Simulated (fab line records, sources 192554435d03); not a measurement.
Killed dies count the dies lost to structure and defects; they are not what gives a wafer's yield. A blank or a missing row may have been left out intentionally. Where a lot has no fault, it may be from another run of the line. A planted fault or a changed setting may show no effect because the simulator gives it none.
Comparing a struck lot with a sound one ; flow n5Finfet ; 22 out of 1938 route steps
Sound: these wafers, L132.2, L132.4, L132.6. Struck: wafer L119.1 (L119.4, L119.6, from the same lot, were not struck and are left out); the cause is given at the end.
Per side, at each step with rows, come the tool, then ch with its chambers, and then its first start. Under that, the readings that differ: sound wafers ; struck wafers ; difference of the means ; sigmas: that difference in standard deviations of wafers without a fault.
alike: readings whose means differ by less than 2 such deviations, and words and numbers that are the same on both sides. not compared: withheld readings, readings that some wafer has no value for, bounds like >300 that may hide the same value, and numbers for which the record gives no deviation and whose values overlap.
The two part at a step that has a row with sigmas, a row that says differs or no value, or rows on one side only. Numbers that have no deviation but don't overlap get no sigmas and don't part them. A reading missing from all wafers of one side parts the sides only when that side holds two or more wafers.

N5_MIM_BOT_ETCH_ETCH_03: etches the open film in Cl2/BCl3, target depth 12 nm.
  sound on rieMetal-01 ch 0,1, day 17 12:14; struck on rieMetal-02 ch 1, day 14 05:44
  alike: drypumpMotorCurrentA, mfcCl2Sccm, oesProductAu, throttleValvePct
  not compared: rfHoursCounterH
N5_MIM_BOT_ETCH_ETCH_00: etches TiN in Cl2/BCl3, target depth 45.5 nm.
  sound on rieMetal-01 ch 0,1, day 17 12:19; struck on rieMetal-02 ch 1, day 14 05:49
  alike: drypumpMotorCurrentA, mfcCl2Sccm, oes_ar_750_au, oesProductAu, throttleValvePct
  not compared: rfHoursCounterH
N5_MIM_BOT_ETCH_STRIP_01: strips in O2.
  sound on rieDiel-04 ch 1,2, day 17 12:28; struck on rieDiel-04 ch 3, day 14 06:03
  alike: drypumpMotorCurrentA, oesProductAu, rfVppV, showerheadPlenumPTorr, throttleValvePct
  not compared: rfHoursCounterH
then, 4 steps without rows for these wafers: N5_MIM_BOT_ETCH_STRIP_02 (strips in post etch residue remover, time 1200 s); N5_MIM_BOT_ETCH_CLEAN_05 (cleans in IPA, time 180 s); N5_MIM_BOT_ETCH_SRD_06 (time 30 s); N5_PASSIVATION_PECVD_55 (deposits SiO2 from SiH4/N2O, target thk 400 nm, time 22.5 s).
N5_PASSIVATION_PECVD_01: deposits SiNx from SiH4/NH3/N2, target thk 200 nm, time 43.2 s.
  sound on pecvd-02 ch 1,2, day 17 13:02; struck on pecvd-02 ch 2, day 14 06:35
  alike: heaterPowerW, showerheadPlenumPTorr, showerheadVppV, throttleValvePct
then, 4 steps without rows for these wafers: N5_PASSIVATION_HMDS_03 (time 60 s); N5_PASSIVATION_COAT_04; N5_PASSIVATION_EBR_06; N5_PASSIVATION_SOFTBAKE_05 (time 90 s).
N5_PASSIVATION_EXPOSE_07: exposes mask TV, defocus 0 nm, target cd 3000 nm.
  sound on krfScanner-02 ch 0, day 17 13:26; struck on krfScanner-01 ch 0, day 14 06:55
  alike: mask
then, 3 steps without rows for these wafers: N5_PASSIVATION_PEB_08; N5_PASSIVATION_DEVELOP_09 (develop time 60 s); N5_PASSIVATION_HARDBAKE_11 (time 120 s).
N5_PASSIVATION_CD_MEAS_10 targets a cd of 3000 nm.
  sound on cdSem-03 ch 0, day 17 13:36; struck on cdSem-02 ch 0, day 14 07:05
reading;sound;struck;difference;sigmas
cdNm (nm);3000.9 3001.7 2999.7;3030.4;+29.6;+14
N5_PASSIVATION_OVL_MEAS_60:
  sound on overlay-02 ch 0, day 17 13:38; struck on overlay-01 ch 0, day 14 07:07
  alike: TV_OVL
N5_PASSIVATION_INSPECT_61: inspects for defects (macro).
  sound: defectInspect-01 at day 17 13:39; struck: defectInspect-02 at day 14 07:08
reading;sound;struck;difference;sigmas
rawDefectCount;0 0 5;5;+3;+2
N5_PASSIVATION_DESCUM_12: chemistry O2, time 7.9 s.
  sound on rieDiel-05 ch 0,2, day 17 13:49; struck on rieDiel-05 ch 1, day 14 07:13
reading;sound;struck;difference;sigmas
rfVppV (V);243.6 245.0 244.2;241.7;-2.6;-2
model.TV_LITHO.cdNm (nm);3001 3001 2999;3030;+30;
  alike: biasPowerW, drypumpMotorCurrentA, oesProductAu, showerheadPlenumPTorr, throttleValvePct
  not compared: rfHoursCounterH
N5_PASSIVATION_PASS_ETCH_74: etches SiNx in CF4/O2, target depth 220 nm, time 110 s.
  sound on rieDiel-05 ch 0,2, day 17 13:53; struck on rieDiel-05 ch 1, day 14 07:16
  alike: drypumpMotorCurrentA, oes_ar_750_au, oes_f_703_au, oesProductAu, rfVppV, showerheadPlenumPTorr, throttleValvePct
  not compared: rfHoursCounterH
N5_PASSIVATION_PROBE_49:
  sound: prober-02 at day 17 20:22; struck: prober-02 at day 14 17:26
reading;sound;struck;difference;sigmas
killedAtFrontEnd;19 28 27;52;+27;+2
  alike: defectLimitedYield, killed_at_M0_to_M3, killed_at_M4_up, killedAtContacts, killedAtOther, killedDies, killedOpen, killedShort, sort_bin_4_leakage, sort_bin_5_function, sort_bin_6_memory, sortNPass, sortYieldPct

== WHERE THEY PART ==
Earliest at N5_PASSIVATION_CD_MEAS_10; latest, in this record, at N5_PASSIVATION_PROBE_49.

WHY: whatever the simulator had introduced
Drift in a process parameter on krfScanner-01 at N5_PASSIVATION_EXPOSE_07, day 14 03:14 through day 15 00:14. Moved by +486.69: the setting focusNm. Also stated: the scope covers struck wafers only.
